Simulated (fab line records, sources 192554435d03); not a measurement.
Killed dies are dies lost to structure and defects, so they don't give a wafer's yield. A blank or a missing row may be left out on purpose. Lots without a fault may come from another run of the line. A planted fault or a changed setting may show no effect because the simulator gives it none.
fab line records | flow n5_finfet
record lots=5 wafers=15 last_day=15
route steps=1938 shown BEOL_M6@1218
lots that met no fault: from a run of the same line without faults
start_h: hours from the record's first day to the start of the lot's first wafer shown | wait_h: hours since the lot's step before | " the same as in the row above | L1.1+2: a row that stands for several wafers | - no value, or no start given | * or withheld: withheld | < > ~ a bound
route shown NAME@n: a module of which the file shows steps, and the number in the route of the first | usual: mean/standard deviation of fault-free wafers | same: alike in all rows | chamber/n: place in a boat | sites: the reading at each site | _std_site: their standard deviation | _edge_site: outer sites' mean less inner sites' | radius_mm: how far each site lies from the wafer's centre | mask NAME#n: copy n | behind: the tool/chamber that last shaped the wafer | hold: why the lot was held/for how many hours/how that ended | device: the transistor (n, p or np) that didn't switch | end of line: the same wafers' tests at the end of the route | a step without rows: its recipe alone | killed: dies lost to structure and defects at the first sort, not the wafer's yield | map: a wafer's dies, x killed, . not, _ none there
set.NAME: the setting as run; set.NAME@STEP: as run at that earlier step | model.NAME: the simulator's own value behind a step, which no gauge read
lots at some steps of the route; a table a step, a row a wafer
services: from which hour (start_h, from the record's first day; less than 0 if before it) a tool's chamber was out of use, for how many hours, and why
## steps
# step N5_BEOL_M6_COAT_63
# recipe resist=SOC temp_c=250 time_s=60 spin_rpm=1500 resist_thk_nm=60
# columns lot.wafer tool chamber start_h wait_h
L079.1+4+5 litho_track-01 0 208.64 0.1
L080.1+4+5 litho_track-04 0 214.71 0.9
L082.2+5+6 litho_track-04 0 226.62 0.0
L088.2+3+4 litho_track-04 0 286.71 0.1
L089.1+2+5 litho_track-01 0 286.85 0.0
# step N5_BEOL_M6_COAT_64
# recipe resist=SiARC temp_c=220 time_s=60 spin_rpm=1500 resist_thk_nm=12
# columns lot.wafer tool chamber start_h wait_h
L079.1+4+5 litho_track-01 0 - -
L080.1+4+5 litho_track-04 0 - -
L082.2+5+6 litho_track-04 0 - -
L088.2+3+4 litho_track-04 0 - -
L089.1+2+5 litho_track-01 0 - -
# step N5_BEOL_M6_COAT_71
# recipe resist=underlayer temp_c=205 time_s=60 spin_rpm=1500 resist_thk_nm=5
# columns lot.wafer tool chamber start_h wait_h
L079.1+4+5 litho_track-01 0 - -
L080.1+4+5 litho_track-04 0 - -
L082.2+5+6 litho_track-04 0 - -
L088.2+3+4 litho_track-04 0 - -
L089.1+2+5 litho_track-01 0 - -
# step N5_BEOL_M6_COAT_22
# recipe resist=CAR-EUV spin_rpm=1500 resist_thk_nm=30
# columns lot.wafer tool chamber start_h wait_h
L079.1+4+5 litho_track-01 0 - -
L080.1+4+5 litho_track-04 0 - -
L082.2+5+6 litho_track-04 0 - -
L088.2+3+4 litho_track-04 0 - -
L089.1+2+5 litho_track-01 0 - -
# step N5_BEOL_M6_EBR_24
# recipe solvent=PGMEA ebr_width_mm=1.5
# same ebr_width_mm=1.5
# columns lot.wafer tool chamber start_h wait_h
L079.1+4+5 litho_track-01 0 - -
L080.1+4+5 litho_track-04 0 - -
L082.2+5+6 litho_track-04 0 - -
L088.2+3+4 litho_track-04 0 - -
L089.1+2+5 litho_track-01 0 - -
# step N5_BEOL_M6_SOFTBAKE_23
# recipe temp_c=110 time_s=60 resist=CAR-EUV
# columns lot.wafer tool chamber start_h wait_h
L079.1+4+5 litho_track-01 0 - -
L080.1+4+5 litho_track-04 0 - -
L082.2+5+6 litho_track-04 0 - -
L088.2+3+4 litho_track-04 0 - -
L089.1+2+5 litho_track-01 0 - -
# step N5_BEOL_M6_EXPOSE_25
# recipe mask_id=V5 na=0.33 source_shape=annular sigma_inner=0.4 sigma_outer=0.8 polarization=unpolarized target_cd_nm=40 dose_mj=45
# same sigma_inner=0.4 sigma_outer=0.8
# columns lot.wafer tool chamber start_h wait_h mask
L079.1+4+5 euv_scanner-01 0 208.77 - V5#0
L080.1+4+5 euv_scanner-02 0 215.01 - V5#0
L082.2+5+6 euv_scanner-01 0 226.76 - V5#0
L088.2+3+4 euv_scanner-02 0 286.89 - V5#0
L089.1+2+5 euv_scanner-02 0 286.99 - V5#0
# step N5_BEOL_M6_PEB_26
# recipe peb_temp_c=100 peb_time_s=60 resist=CAR-EUV
# columns lot.wafer tool chamber start_h wait_h
L079.1+4+5 litho_track-04 0 208.84 0.1
L080.1+4+5 litho_track-03 0 215.08 0.1
L082.2+5+6 litho_track-03 0 226.82 0.1
L088.2+3+4 litho_track-04 0 286.95 0.1
L089.1+2+5 litho_track-04 0 287.05 0.1
# step N5_BEOL_M6_DEVELOP_27
# recipe develop_time_s=30 developer=TMAH resist=CAR-EUV rinse_liquid=surfactant_rinse dry=air_spin dev_temp_c=23
# columns lot.wafer tool chamber start_h wait_h
L079.1+4+5 litho_track-04 0 - -
L080.1+4+5 litho_track-03 0 - -
L082.2+5+6 litho_track-03 0 - -
L088.2+3+4 litho_track-04 0 - -
L089.1+2+5 litho_track-04 0 - -
# step N5_BEOL_M6_CD_MEAS_28
# recipe target_cd_nm=40 landing_energy_ev=500 detector=se_inlens
# usual cd_nm=40.00/0.25
# same landing_energy_ev=500
# columns lot.wafer tool chamber start_h wait_h cd_nm
L079.1 cd_sem-01 0 208.91 - 39.93
L079.4 " 0 " " 39.83
L079.5 " 0 " " 39.61
L080.1 cd_sem-02 0 215.15 - 39.76
L080.4 " 0 " " 40.09
L080.5 " 0 " " 40.39
L082.2 cd_sem-01 0 226.89 - 39.72
L082.5 " 0 " " 39.67
L082.6 " 0 " " 39.70
L088.2 cd_sem-02 0 287.02 - 40.30
L088.3 " 0 " " 40.13
L088.4 " 0 " " 40.17
L089.1 cd_sem-01 0 287.12 - 39.46
L089.2 " 0 " " 40.17
L089.5 " 0 " " 40.01
# step N5_BEOL_M6_OVL_MEAS_29
# recipe points_per_wafer=522
# usual V5_OVL=0.3/0.77
# columns lot.wafer tool chamber start_h wait_h V5_OVL[nm]
L079.1 overlay-02 0 208.94 0.0 -0.4
L079.4 " 0 " " 1.1
L079.5 " 0 " " 0.0
L080.1 overlay-01 0 215.18 0.0 -0.3
L080.4 " 0 " " -0.6
L080.5 " 0 " " -1.0
L082.2 overlay-01 0 226.92 0.0 0.6
L082.5 " 0 " " -0.3
L082.6 " 0 " " 0.9
L088.2 overlay-01 0 287.06 0.0 0.6
L088.3 " 0 " " 1.1
L088.4 " 0 " " 1.6
L089.1 overlay-01 0 287.15 0.0 0.5
L089.2 " 0 " " 0.3
L089.5 " 0 " " 0.9
# step N5_BEOL_M6_INSPECT_30
# recipe mode=adi inspect_instrument=brightfield
# usual raw_defect_count=417/86
# columns lot.wafer tool chamber start_h wait_h raw_defect_count
L079.1 defect_inspect-02 - 209.00 0.1 474
L079.4 " - " " 350
L079.5 " - " " 346
L080.1 defect_inspect-02 - 215.24 0.1 450
L080.4 " - " " 416
L080.5 " - " " 424
L082.2 defect_inspect-01 - 226.98 0.0 355
L082.5 " - " " 357
L082.6 " - " " 420
L088.2 defect_inspect-01 - 287.11 0.0 449
L088.3 " - " " 384
L088.4 " - " " 410
L089.1 defect_inspect-02 - 287.21 0.1 329
L089.2 " - " " 265
L089.5 " - " " 341
# step N5_BEOL_M6_DESCUM_33
# recipe chemistry=O2 time_s=7 source_power_w=50 bias_power_w=20 pressure_mtorr=20 rf_frequency_hz=2.712e+07 temp_c=40 resist=CAR-EUV o2_flow_sccm=225
# usual bias_power_w=20.00/0.061 drypump_motor_current_A=5.6/0.42 oes_product_au=0.81/0.089 rf_vpp_V=243.1/1.2 showerhead_plenum_p_Torr=2.10/0.055 temp_c=39.99/0.1 throttle_valve_pct=20.60/0.2
# columns lot.wafer tool chamber start_h wait_h bias_power_w drypump_motor_current_A oes_product_au rf_hours_counter_h rf_vpp_V showerhead_plenum_p_Torr temp_c throttle_valve_pct
L079.1 rie_diel-03 0 209.03 0.0 19.91 5.8 0.98 1 243.2 2.06 39.83 20.19
L079.4 " 2 " " 20.06 5.3 0.68 246 243.0 2.15 39.89 20.73
L079.5 " 3 " " 19.91 5.4 0.89 - 242.2 2.13 39.91 20.45
L080.1 rie_diel-04 3 215.63 0.4 19.99 6.3 0.68 245 244.3 2.16 39.88 20.64
L080.4 " 0 " " 20.06 4.8 0.83 88 242.5 2.14 39.91 20.52
L080.5 " 3 " " 20.02 6.3 0.69 - 243.1 2.16 40.17 20.63
L082.2 rie_diel-03 3 227.02 0.0 20.10 5.5 0.87 44 244.6 2.13 39.81 20.45
L082.5 " 1 " " 20.05 6.3 0.80 - 243.5 2.13 40.10 20.65
L082.6 " 0 " " 20.00 5.8 0.94 - 241.5 2.05 39.98 20.22
L088.2 rie_diel-05 2 287.14 0.0 19.89 5.3 0.72 150 242.5 2.13 40.04 20.78
L088.3 " 1 " " 19.90 5.3 0.85 54 245.4 2.14 39.91 20.72
L088.4 " 0 " " 20.02 6.0 0.69 223 239.7 1.99 39.94 20.62
L089.1 rie_diel-04 3 287.39 0.2 19.78 6.3 0.92 12 245.4 2.16 39.95 20.32
L089.2 " 1 " " 19.96 5.3 0.80 87 242.6 2.00 39.82 20.47
L089.5 " 3 " " 20.00 6.3 0.92 - 243.7 2.16 39.94 20.29
# step N5_BEOL_M6_ETCH_72
# recipe chemistry=N2/H2 target=underlayer target_depth_a=65 mask_material=CAR-EUV time_s=5.2 ion_energy_ev=200 pressure_mtorr=30 source_w=840 bias_w=150 n2_flow_sccm=200 h2_flow_sccm=200 ends=cleared
# usual drypump_motor_current_A=5.6/0.42 etch_rf_on_time_s=5.18/0.21 oes_product_au=0.70/0.082 rf_vpp_V=523.6/2 showerhead_plenum_p_Torr=2.54/0.059 throttle_valve_pct=17.97/0.23
# columns lot.wafer tool chamber start_h wait_h drypump_motor_current_A etch_rf_on_time_s oes_product_au rf_hours_counter_h rf_vpp_V showerhead_plenum_p_Torr throttle_valve_pct
L079.1 rie_diel-03 0 209.07 0.0 5.8 5.36 0.82 1 522.0 2.50 17.54
L079.4 " 2 " " 5.4 5.11 0.59 246 524.7 2.60 18.07
L079.5 " 3 " " 5.5 4.84 0.78 - 525.2 2.60 17.99
L080.1 rie_diel-04 3 215.66 0.0 6.3 5.15 0.61 245 525.3 2.62 18.10
L080.4 " 0 " " 4.8 5.01 0.72 88 524.5 2.53 17.45
L080.5 " 3 " " 6.3 5.17 0.61 - 526.7 2.62 18.12
L082.2 rie_diel-03 3 227.05 0.0 5.5 4.87 0.77 44 526.1 2.60 18.03
L082.5 " 1 " " 6.3 5.28 0.68 - 524.2 2.57 17.93
L082.6 " 0 " " 5.8 5.35 0.79 - 522.2 2.50 17.54
L088.2 rie_diel-05 2 287.18 0.0 5.3 5.57 0.60 150 524.0 2.56 18.11
L088.3 " 1 " " 5.3 5.11 0.75 54 523.5 2.61 18.25
L088.4 " 0 " " 6.0 5.31 0.58 223 521.6 2.41 17.95
L089.1 rie_diel-04 3 287.43 0.0 6.3 4.99 0.82 12 524.1 2.61 17.74
L089.2 " 1 " " 5.3 5.20 0.69 87 521.1 2.49 18.23
L089.5 " 3 " " 6.3 4.95 0.82 - 525.8 2.61 17.73
# step N5_BEOL_M6_ETCH_65
# recipe chemistry=CF4 target=SiARC target_depth_a=156 mask_material=CAR-EUV time_s=26 ion_energy_ev=80 pressure_mtorr=40 source_w=545 bias_w=36 Ar_flow_sccm=100 cf4_flow_sccm=100 ends=cleared
# usual drypump_motor_current_A=5.6/0.42 etch_rf_on_time_s=25.9/0.93 oes_product_au=0.70/0.081 rf_vpp_V=184.2/1 showerhead_plenum_p_Torr=2.13/0.048 throttle_valve_pct=15.63/0.2
# columns lot.wafer tool chamber start_h wait_h drypump_motor_current_A etch_rf_on_time_s oes_product_au rf_hours_counter_h rf_vpp_V showerhead_plenum_p_Torr throttle_valve_pct
L079.1 rie_diel-03 0 209.08 0.0 5.8 26.5 0.83 1 184.5 2.13 15.43
L079.4 " 2 " " 5.4 25.9 0.59 246 184.6 2.19 15.96
L079.5 " 3 " " 5.5 24.3 0.78 - 185.1 2.18 15.52
L080.1 rie_diel-04 3 215.68 0.0 6.3 25.9 0.60 245 185.7 2.18 15.69
L080.4 " 0 " " 4.8 25.4 0.71 88 183.9 2.16 15.49
L080.5 " 3 " " 6.3 26.1 0.60 - 185.7 2.18 15.69
L082.2 rie_diel-03 3 227.07 0.0 5.5 24.4 0.77 44 185.1 2.18 15.54
L082.5 " 1 " " 6.3 26.6 0.69 - 185.4 2.15 15.57
L082.6 " 0 " " 5.8 26.6 0.80 - 185.6 2.12 15.45
L088.2 rie_diel-05 2 287.20 0.0 5.3 27.5 0.61 150 184.4 2.13 15.52
L088.3 " 1 " " 5.3 25.6 0.74 54 183.7 2.18 15.68
L088.4 " 0 " " 6.0 27.1 0.58 223 182.9 2.03 15.77
L089.1 rie_diel-04 3 287.45 0.0 6.3 25.2 0.81 12 184.9 2.18 15.23
L089.2 " 1 " " 5.3 26.0 0.69 87 182.9 2.08 15.82
L089.5 " 3 " " 6.3 25.2 0.80 - 185.2 2.18 15.23
# step N5_BEOL_M6_ETCH_66
# recipe chemistry=N2/H2 target=SOC target_depth_a=800 overetch_a=160 mask_material=SiARC temp_c=40 time_s=120 ion_energy_ev=200 pressure_mtorr=30 source_w=840 bias_w=150 n2_flow_sccm=200 h2_flow_sccm=200
# usual drypump_motor_current_A=5.6/0.43 oes_product_au=0.62/0.064 rf_vpp_V=523.7/1.8 showerhead_plenum_p_Torr=2.54/0.059 temp_c=39.99/0.11 throttle_valve_pct=17.92/0.23
# columns lot.wafer tool chamber start_h wait_h drypump_motor_current_A oes_product_au rf_hours_counter_h rf_vpp_V showerhead_plenum_p_Torr temp_c throttle_valve_pct
L079.1 rie_diel-03 0 209.11 0.0 5.8 0.76 1 524.0 2.50 39.88 17.49
L079.4 " 2 " " 5.4 0.53 246 525.1 2.60 39.71 18.03
L079.5 " 3 " " 5.4 0.67 - 524.5 2.60 40.03 17.94
L080.1 rie_diel-04 3 215.71 0.0 6.3 0.54 245 525.8 2.62 39.97 18.10
L080.4 " 0 " " 4.8 0.63 88 524.5 2.53 39.77 17.43
L080.5 " 3 " " 6.3 0.54 - 526.6 2.62 39.83 18.08
L082.2 rie_diel-03 3 227.10 0.0 5.5 0.66 44 524.1 2.60 39.97 17.96
L082.5 " 1 " " 6.4 0.62 - 524.3 2.57 40.02 17.86
L082.6 " 0 " " 5.8 0.73 - 520.7 2.50 40.04 17.50
L088.2 rie_diel-05 2 287.22 0.0 5.3 0.56 150 522.7 2.56 39.97 18.08
L088.3 " 1 " " 5.3 0.65 54 524.8 2.61 40.09 18.19
L088.4 " 0 " " 6.0 0.53 223 519.8 2.41 40.18 17.92
L089.1 rie_diel-04 3 287.47 0.0 6.3 0.72 12 525.8 2.61 40.07 17.69
L089.2 " 1 " " 5.3 0.61 87 522.5 2.49 40.08 18.21
L089.5 " 3 " " 6.3 0.71 - 525.1 2.61 39.93 17.67
# step N5_BEOL_M6_STRIP_69
# recipe chemistry=N2/H2 temp_c=40 n2_flow_sccm=200 h2_flow_sccm=200 rf_frequency_hz=6e+07
# columns lot.wafer tool chamber start_h wait_h
L079.1+4+5 rie_diel-03 0,2,3 209.19 0.0
L080.1+4+5 rie_diel-04 3,0,3 215.79 0.0
L082.2+5+6 rie_diel-03 3,1,0 227.18 0.0
L088.2+3+4 rie_diel-05 2,1,0 287.30 0.0
L089.1+2+5 rie_diel-04 3,1,3 287.55 0.0
# step N5_BEOL_M6_STRIP_73
# recipe chemistry=N2/H2 temp_c=40 n2_flow_sccm=200 h2_flow_sccm=200 rf_frequency_hz=6e+07
# columns lot.wafer tool chamber start_h wait_h
L079.1+4+5 rie_diel-03 0,2,3 209.20 0.0
L080.1+4+5 rie_diel-04 3,0,3 215.80 0.0
L082.2+5+6 rie_diel-03 3,1,0 227.19 0.0
L088.2+3+4 rie_diel-05 2,1,0 287.31 0.0
L089.1+2+5 rie_diel-04 3,1,3 287.56 0.0
# step N5_BEOL_M6_VIA_ETCH_34
# recipe chemistry=C4F6/O2 target=SiCOH_lowk target_depth_a=1263 mask_material=SOC taper_deg=4 time_s=50.9 ion_energy_ev=250 pressure_mtorr=30 source_w=345 bias_w=185 Ar_flow_sccm=300 C4F6_flow_sccm=10 O2_flow_sccm=10
# usual drypump_motor_current_A=5.6/0.42 oes_product_au=0.81/0.094 rf_vpp_V=664/17 showerhead_plenum_p_Torr=2.83/0.067 throttle_valve_pct=20.93/0.19
# columns lot.wafer tool chamber start_h wait_h drypump_motor_current_A oes_product_au rf_hours_counter_h rf_vpp_V showerhead_plenum_p_Torr throttle_valve_pct
L079.1 rie_diel-03 0 209.21 0.0 5.8 0.96 1 643 2.81 20.69
L079.4 " 2 " " 5.4 0.68 246 676 2.88 21.00
L079.5 " 3 " " 5.4 0.91 - 673 2.91 20.96
L080.1 rie_diel-04 3 215.81 0.0 6.3 0.70 245 681 2.91 20.93
L080.4 " 0 " " 4.8 0.83 88 676 2.88 20.82
L080.5 " 3 " " 6.3 0.70 - 682 2.91 20.91
L082.2 rie_diel-03 3 227.20 0.0 5.5 0.89 44 672 2.90 20.96
L082.5 " 1 " " 6.3 0.81 - 699 2.86 20.88
L082.6 " 0 " " 5.8 0.94 - 641 2.81 20.73
L088.2 rie_diel-05 2 287.32 0.0 5.3 0.72 150 656 2.83 20.85
L088.3 " 1 " " 5.3 0.86 54 638 2.90 21.14
L088.4 " 0 " " 6.0 0.68 223 645 2.68 20.88
L089.1 rie_diel-04 3 287.57 0.0 6.3 0.96 12 681 2.90 20.59
L089.2 " 1 " " 5.3 0.81 87 674 2.78 21.20
L089.5 " 3 " " 6.3 0.95 - 680 2.90 20.59
# step N5_BEOL_M6_STRIP_76
# recipe chemistry=C4F6/O2 resist=SiARC rf_frequency_hz=6e+07
# columns lot.wafer tool chamber start_h wait_h
L079.1+4+5 rie_diel-03 0,2,3 209.25 0.0
L080.1+4+5 rie_diel-04 3,0,3 215.85 0.0
L082.2+5+6 rie_diel-03 3,1,0 227.24 0.0
L088.2+3+4 rie_diel-05 2,1,0 287.37 0.0
L089.1+2+5 rie_diel-04 3,1,3 287.62 0.0
# step N5_BEOL_M6_STRIP_36
# recipe chemistry=N2/H2 power_w=450 temp_c=40 pressure_mtorr=20 rf_frequency_hz=6e+07 overash_fraction=0.3 bias_power_w=7 h2_frac=0.5 n2_flow_sccm=200 h2_flow_sccm=200
# usual bias_power_w=7.000/0.02 drypump_motor_current_A=5.6/0.42 oes_product_au=0.81/0.089 rf_vpp_V=59.3/1.5 showerhead_plenum_p_Torr=2.54/0.059 temp_c=40.03/0.11 throttle_valve_pct=23.8/0.35
# columns lot.wafer tool chamber start_h wait_h bias_power_w drypump_motor_current_A oes_product_au rf_hours_counter_h rf_vpp_V showerhead_plenum_p_Torr temp_c throttle_valve_pct
L079.1 rie_diel-03 0 209.26 0.0 6.995 5.8 0.99 1 57.2 2.50 40.12 23.3
L079.4 " 2 " " 6.960 5.4 0.68 246 62.6 2.60 40.02 23.7
L079.5 " 3 " " 7.009 5.5 0.89 - 59.4 2.60 40.10 24.1
L080.1 rie_diel-04 3 215.86 0.0 7.004 6.3 0.69 245 60.8 2.61 39.85 24.1
L080.4 " 0 " " 6.981 4.8 0.82 88 59.7 2.53 39.73 23.1
L080.5 " 3 " " 6.990 6.3 0.69 - 59.9 2.61 40.10 24.1
L082.2 rie_diel-03 3 227.25 0.0 7.002 5.5 0.87 44 56.7 2.59 40.01 24.1
L082.5 " 1 " " 6.993 6.4 0.81 - 59.9 2.56 39.87 23.7
L082.6 " 0 " " 6.978 5.8 0.95 - 61.1 2.50 40.08 23.3
L088.2 rie_diel-05 2 287.38 0.0 7.013 5.3 0.72 150 59.7 2.56 40.19 24.1
L088.3 " 1 " " 6.975 5.3 0.86 54 59.2 2.61 40.09 24.4
L088.4 " 0 " " 6.987 6.0 0.69 223 58.6 2.41 40.07 23.6
L089.1 rie_diel-04 3 287.63 0.0 7.002 6.3 0.94 12 61.0 2.61 40.05 23.8
L089.2 " 1 " " 7.016 5.3 0.82 87 59.8 2.49 40.15 24.2
L089.5 " 3 " " 6.979 6.3 0.93 - 59.4 2.61 40.01 23.8
# step N5_BEOL_M6_TRENCH_ETCH_37
# recipe chemistry=C4F6/O2 target_depth_a=944.35 target=SiCOH_lowk time_s=31.5 ion_energy_ev=250 pressure_mtorr=30 source_w=345 bias_w=185 Ar_flow_sccm=300 C4F6_flow_sccm=10 O2_flow_sccm=10
# usual drypump_motor_current_A=5.6/0.42 oes_product_au=0.81/0.093 rf_vpp_V=664/17 showerhead_plenum_p_Torr=2.83/0.067 throttle_valve_pct=20.97/0.19
# columns lot.wafer tool chamber start_h wait_h drypump_motor_current_A oes_product_au rf_hours_counter_h rf_vpp_V showerhead_plenum_p_Torr throttle_valve_pct
L079.1 rie_diel-03 0 - - 5.8 0.97 1 641 2.81 20.76
L079.4 " 2 " " 5.3 0.68 246 677 2.88 21.03
L079.5 " 3 " " 5.5 0.89 - 674 2.91 20.98
L080.1 rie_diel-04 3 - - 6.3 0.69 245 680 2.90 20.95
L080.4 " 0 " " 4.8 0.83 88 676 2.88 20.86
L080.5 " 3 " " 6.3 0.70 - 682 2.91 20.94
L082.2 rie_diel-03 3 - - 5.4 0.88 44 673 2.90 20.99
L082.5 " 1 " " 6.3 0.80 - 698 2.86 20.91
L082.6 " 0 " " 5.8 0.93 - 641 2.81 20.75
L088.2 rie_diel-05 2 - - 5.3 0.71 150 655 2.83 20.89
L088.3 " 1 " " 5.3 0.86 54 637 2.90 21.19
L088.4 " 0 " " 6.0 0.67 223 649 2.68 20.92
L089.1 rie_diel-04 3 - - 6.2 0.96 12 682 2.90 20.62
L089.2 " 1 " " 5.3 0.80 87 676 2.78 21.24
L089.5 " 3 " " 6.3 0.96 - 680 2.90 20.62
# step N5_BEOL_M6_ETCH_41
# recipe chemistry=CH3F/O2 target=SiCN target_depth_a=297 taper_deg=2 time_s=52 ion_energy_ev=120 mask_material=TiN pressure_mtorr=30 source_w=395 bias_w=75 Ar_flow_sccm=150 CH3F_flow_sccm=30 O2_flow_sccm=20
# usual drypump_motor_current_A=5.6/0.42 oes_product_au=0.81/0.093 rf_vpp_V=297.2/1.3 showerhead_plenum_p_Torr=1.99/0.049 throttle_valve_pct=16.35/0.18
# columns lot.wafer tool chamber start_h wait_h drypump_motor_current_A oes_product_au rf_hours_counter_h rf_vpp_V showerhead_plenum_p_Torr throttle_valve_pct
L079.1 rie_diel-03 0 - - 5.8 0.97 1 296.5 1.97 16.09
L079.4 " 2 " " 5.4 0.68 246 299.4 2.03 16.56
L079.5 " 3 " " 5.4 0.90 - 300.1 2.04 16.26
L080.1 rie_diel-04 3 - - 6.3 0.70 245 298.4 2.05 16.41
L080.4 " 0 " " 4.8 0.82 88 298.5 2.02 16.22
L080.5 " 3 " " 6.3 0.70 - 299.2 2.05 16.43
L082.2 rie_diel-03 3 - - 5.5 0.89 44 300.2 2.04 16.29
L082.5 " 1 " " 6.3 0.80 - 298.2 2.01 16.33
L082.6 " 0 " " 5.8 0.94 - 296.3 1.97 16.09
L088.2 rie_diel-05 2 - - 5.3 0.72 150 297.1 1.99 16.31
L088.3 " 1 " " 5.3 0.86 54 296.2 2.04 16.47
L088.4 " 0 " " 6.0 0.67 223 295.1 1.88 16.42
L089.1 rie_diel-04 3 - - 6.3 0.96 12 299.8 2.04 15.98
L089.2 " 1 " " 5.3 0.81 87 295.6 1.95 16.55
L089.5 " 3 " " 6.3 0.95 - 298.2 2.04 15.98
## services
# columns tool chamber start_h hours kind
euv_scanner-01 - 192.31 1.0 pm
euv_scanner-02 - 199.84 9.9 repair
rie_diel-04 2 205.62 6.8 repair
euv_scanner-01 0 210.87 - calibration
rie_diel-03 2 222.26 - clean
rie_diel-03 2 222.26 - consumable_replace:focus_ring
rie_diel-03 2 222.26 19.4 scheduled_down
rie_diel-03 2 222.26 19.4 vent_cycle
rie_diel-04 3 229.79 - clean
rie_diel-04 3 229.79 - consumable_replace:focus_ring
rie_diel-04 3 229.79 18.8 scheduled_down
rie_diel-04 3 229.79 18.8 vent_cycle
euv_scanner-02 - 235.67 12.0 pm
euv_scanner-01 - 248.46 1.0 pm
rie_diel-05 3 257.16 2.8 repair
rie_diel-04 2 277.62 3.7 repair
euv_scanner-01 - 284.56 5.8 pm
## key
fault none
